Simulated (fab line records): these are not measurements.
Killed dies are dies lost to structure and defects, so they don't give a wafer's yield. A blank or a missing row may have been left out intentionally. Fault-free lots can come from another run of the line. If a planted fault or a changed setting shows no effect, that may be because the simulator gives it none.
Matching of chambers | flow n5-finfet | N5_BEOL_M1_DESCUM_33 on rie-diel-06: 4 sister chambers
The step chemistry O2, time 7 s. 18 wafers are shown with their chamber, then 9 later ones without.

## WAFERS, EACH WITH ITS CHAMBER
wafer  | chamber | throttle-valve-pct (%) | showerhead-plenum-p-Torr (Torr) | drypump-motor-current-A (A)
L076.1 | 1       | 20.56                  | 2.11                            | 5.3
L076.2 | 3       | 20.65                  | 1.99                            | 6.0
L076.5 | 3       | 20.66                  | 1.99                            | 6.0
L077.1 | 1       | 20.56                  | 2.11                            | 5.3
L077.2 | 2       | 20.34                  | 2.03                            | 5.4
L077.5 | 3       | 20.68                  | 1.99                            | 6.0
L083.1 | 3       | 20.67                  | 1.98                            | 6.0
L083.3 | 1       | 20.56                  | 2.11                            | 5.3
L083.4 | 2       | 20.35                  | 2.03                            | 5.5
L085.1 | 1       | 20.57                  | 2.11                            | 5.3
L085.3 | 0       | 20.85                  | 2.08                            | 5.4
L085.6 | 3       | 20.67                  | 1.98                            | 5.9
L086.3 | 3       | 20.68                  | 1.98                            | 6.0
L086.4 | 0       | 20.85                  | 2.07                            | 5.3
L086.5 | 1       | 20.57                  | 2.11                            | 5.3
L091.1 | 2       | 20.38                  | 2.03                            | 5.5
L091.5 | 0       | 20.87                  | 2.07                            | 5.4
L091.6 | 1       | 20.57                  | 2.10                            | 5.3

SIGNATURES (means of the wafers above)
reading                  | chamber 0 | chamber 1 | chamber 2 | chamber 3 | scatter within a chamber
throttle-valve-pct       | 20.8567   | 20.5650   | 20.3567   | 20.6683   | 0.0119
showerhead-plenum-p-Torr | 2.0733    | 2.1083    | 2.0300    | 1.9850    | 0.00463
drypump-motor-current-A  | 5.367     | 5.300     | 5.467     | 5.983     | 0.0393
Rule: for a wafer and a chamber, the distance is found by dividing, reading by reading, the gap between the wafer's reading and the chamber's mean by the reading's scatter, squaring, summing and taking the root. The wafer belongs to the nearest chamber; if the next one is less than 2 further off, it can't be placed. The scatter is the square root of a quotient: the sum, over the shown wafers, of each reading's squared deviation from its chamber's mean, divided by wafers minus chambers.

## WAFERS MISSING THEIR CHAMBER
wafer  | throttle-valve-pct (%) | showerhead-plenum-p-Torr (Torr) | drypump-motor-current-A (A)
L095.1 | 20.70                  | 1.98                            | 6.0
L095.2 | 20.61                  | 2.10                            | 5.3
L095.3 | 20.40                  | 2.02                            | 5.5
L095.4 | 20.87                  | 2.07                            | 5.4
L095.5 | 20.71                  | 1.98                            | 6.0
L095.6 | 20.39                  | 2.02                            | 5.5
L097.4 | 20.61                  | 2.10                            | 5.3
L097.5 | 20.89                  | 2.07                            | 5.4
L097.6 | 20.71                  | 1.97                            | 6.0

## THE CHAMBER EACH PASSED THROUGH
wafer  | from the rows above | in truth
L095.1 | 3                   | 3
L095.2 | 1                   | 1
L095.3 | 2                   | 2
L095.4 | 0                   | 0
L095.5 | 3                   | 3
L095.6 | 2                   | 2
L097.4 | 1                   | 1
L097.5 | 0                   | 0
L097.6 | 3                   | 3
Correct placement for 9 of the 9. Not placeable from these rows: 0. Number placed wrongly: 0.
